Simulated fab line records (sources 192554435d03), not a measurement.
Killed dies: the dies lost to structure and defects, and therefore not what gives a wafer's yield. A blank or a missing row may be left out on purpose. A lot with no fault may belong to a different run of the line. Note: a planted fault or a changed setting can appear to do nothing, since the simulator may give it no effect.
Matching of chambers | flow n5 finfet | N5_BEOL_M10_CURE_72 on uv cure-03 has 3 sister chambers
The step cures SiCOH lowk, time 120 s. 20 wafers are shown with their chamber, then 10 later ones without.

EACH WAFER AND ITS CHAMBER
wafer  | chamber | wafer_temp_C_max | lamp power pct (%)
L077.2 | 1       | 370.9            | 52.33
L077.5 | 1       | 370.9            | 52.29
L077.6 | 1       | 370.6            | 52.29
L076.2 | 0       | 371.3            | 52.28
L076.3 | 0       | 371.2            | 52.40
L076.4 | 0       | 371.3            | 52.34
L081.2 | 1       | 371.4            | 52.31
L081.3 | 1       | 371.2            | 52.32
L081.5 | 1       | 371.2            | 52.38
L080.1 | 0       | 371.4            | 52.26
L080.3 | 0       | 371.4            | 52.31
L080.4 | 0       | 371.4            | 52.30
L082.3 | 0       | 371.1            | 52.31
L082.4 | 0       | 371.6            | 52.24
L082.6 | 0       | 371.0            | 52.35
L084.2 | 1       | 370.4            | 52.27
L084.4 | 1       | 370.8            | 52.31
L084.6 | 1       | 370.4            | 52.28
L085.1 | 2       | 372.5            | 52.34
L085.2 | 2       | 372.2            | 52.31

SIGNATURES, as means of the wafers listed above
reading          | chamber 0 | chamber 1 | chamber 2 | scatter within a chamber
wafer_temp_C_max | 371.300   | 370.867   | 372.350   | 0.279
lamp power pct   | 52.3100   | 52.3089   | 52.3250   | 0.0407
Rule: for each reading, subtract the chamber's mean from the wafer's reading, divide by that reading's scatter and square the result; add these up over the readings and take the root, which gives the wafer's distance from the chamber. The wafer belongs to the nearest chamber; if the next one is less than 2 further off, it can't be placed. The scatter: the root of (the sum of the squares of (reading less its chamber's mean) over the shown wafers, divided by (wafers less chambers)).

WAFERS WITHOUT THEIR CHAMBER
wafer  | wafer_temp_C_max | lamp power pct (%)
L085.6 | 372.2            | 52.35
L086.2 | 371.9            | 52.33
L086.5 | 372.9            | 52.27
L086.6 | 372.7            | 52.35
L089.2 | 370.8            | 52.22
L089.4 | 371.9            | 52.35
L089.6 | 371.0            | 52.26
L097.2 | 372.1            | 52.37
L097.4 | 372.1            | 52.35
L097.5 | 373.2            | 52.34

WHICH CHAMBER EACH WENT THROUGH
wafer  | from the rows above     | in truth
L085.6 | 2                       | 2
L086.2 | can't be placed: 2 or 0 | 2
L086.5 | 2                       | 2
L086.6 | 2                       | 2
L089.2 | can't be placed: 1 or 0 | 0
L089.4 | can't be placed: 2 or 0 | 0
L089.6 | can't be placed: 1 or 0 | 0
L097.2 | can't be placed: 2 or 0 | 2
L097.4 | can't be placed: 2 or 0 | 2
L097.5 | 2                       | 2
Correctly placed: 4 of 10. Cannot be placed on the basis of these rows: 6; the candidates contain the true chamber in 6. 0 placed wrongly.
